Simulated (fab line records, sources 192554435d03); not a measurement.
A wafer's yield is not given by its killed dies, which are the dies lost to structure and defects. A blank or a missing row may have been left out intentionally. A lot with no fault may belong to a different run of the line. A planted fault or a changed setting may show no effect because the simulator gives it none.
Which tool did it? :: flow n5_finfet :: 30 wafers from 10 lots sampled at 3 of the route's 1938 steps

WHAT EACH GAUGE READ, for each wafer
N5_SD_EPI_P_INSPECT_26: inspects for defects (darkfield).
lot: L411
measured: day 3 11:21
on: defect_inspect-02
raw_defect_count: 211 288 256

lot: L412
measured: day 3 20:56
on: defect_inspect-01
raw_defect_count: 185 157 168

lot: L415
measured: day 4 10:25
on: defect_inspect-01
raw_defect_count: 117 146 126

lot: L416
measured: day 4 19:10
on: defect_inspect-02
raw_defect_count: 164 134 165

lot: L418
measured: day 5 06:34
on: defect_inspect-02
raw_defect_count: 235 181 165

lot: L420
measured: day 5 13:26
on: defect_inspect-02
raw_defect_count: 177 219 234

lot: L421
measured: day 5 21:19
on: defect_inspect-02
raw_defect_count: 181 160 158

lot: L431
measured: day 8 09:34
on: defect_inspect-02
raw_defect_count: 944 989 998

lot: L432
measured: day 8 17:07
on: defect_inspect-02
raw_defect_count: 976 1061 964

lot: L434
measured: day 9 04:58
on: defect_inspect-01
raw_defect_count: 178 204 233

EACH LOT AND THE TOOL THAT RAN IT (in order: tool; ch and the chambers of the sampled wafers; start)
lot: L411
N5_SD_EPI_P_ETCH_36: rie_diel-06 ch 0,2,3, day 3 07:38
N5_SD_EPI_P_ETCH_37: rie_diel-06 ch 0,2,3, day 3 07:42

lot: L412
N5_SD_EPI_P_ETCH_36: rie_diel-04 ch 1,2, day 3 17:15
N5_SD_EPI_P_ETCH_37: rie_diel-04 ch 1,2, day 3 17:19

lot: L415
N5_SD_EPI_P_ETCH_36: rie_diel-06 ch 0,1,3, day 4 06:43
N5_SD_EPI_P_ETCH_37: rie_diel-06 ch 0,1,3, day 4 06:47

lot: L416
N5_SD_EPI_P_ETCH_36: rie_diel-03 ch 0,2,3, day 4 14:40
N5_SD_EPI_P_ETCH_37: rie_diel-03 ch 0,2,3, day 4 14:51

lot: L418
N5_SD_EPI_P_ETCH_36: rie_diel-03 ch 0,1,3, day 5 02:02
N5_SD_EPI_P_ETCH_37: rie_diel-03 ch 0,1,3, day 5 02:06

lot: L420
N5_SD_EPI_P_ETCH_36: rie_diel-03 ch 1,2,3, day 5 09:45
N5_SD_EPI_P_ETCH_37: rie_diel-03 ch 1,2,3, day 5 09:49

lot: L421
N5_SD_EPI_P_ETCH_36: rie_diel-04 ch 0,2,3, day 5 17:37
N5_SD_EPI_P_ETCH_37: rie_diel-04 ch 0,2,3, day 5 17:41

lot: L431
N5_SD_EPI_P_ETCH_36: rie_diel-03 ch 1,2,3, day 8 05:01
N5_SD_EPI_P_ETCH_37: rie_diel-03 ch 1,2,3, day 8 05:05

lot: L432
N5_SD_EPI_P_ETCH_36: rie_diel-03 ch 0,2,3, day 8 13:26
N5_SD_EPI_P_ETCH_37: rie_diel-03 ch 0,2,3, day 8 13:29

lot: L434
N5_SD_EPI_P_ETCH_36: rie_diel-06 ch 2,3, day 9 01:17
N5_SD_EPI_P_ETCH_37: rie_diel-06 ch 2,3, day 9 01:20
- N5_SD_EPI_P_ETCH_36: etches SiARC in CF4, target depth 45.5 nm, time 75.8 s.
- N5_SD_EPI_P_ETCH_37: etches SOC in N2/H2, overetch 108 nm, time 486 s.

THE ANSWER, worked out from the rows above alone
Rule: what is usual is taken from the lots themselves. Put in order of their means at a reading, lots are off if they are a third of the lots or fewer, leave a main group of 4 or more, and stand apart from it by a gap of 3 or more times the standard deviation of the main group's means; of several such gaps the widest counts. A main group whose means are all the same, to the digits that the tables above print for the reading, isn't used. Also off: a lot with no number at a reading for which 4 or more lots have one. The other lots that the step has rows for count as sound.
Off: L431, L432 (N5_SD_EPI_P_INSPECT_26, raw_defect_count). The main group: mean 185, standard deviation 36.
If a tool, at a process step before that reading, ran all the lots that are off and no sound lot after the first of them, it fits. Gauges at N5_SD_EPI_P_INSPECT_26: tried the same way as those tools. This does not decide it: 2 tools fit, namely rie_diel-03 at N5_SD_EPI_P_ETCH_36 and N5_SD_EPI_P_ETCH_37 and defect_inspect-02 at N5_SD_EPI_P_INSPECT_26.

WHAT THE SIMULATOR HAD INSERTED
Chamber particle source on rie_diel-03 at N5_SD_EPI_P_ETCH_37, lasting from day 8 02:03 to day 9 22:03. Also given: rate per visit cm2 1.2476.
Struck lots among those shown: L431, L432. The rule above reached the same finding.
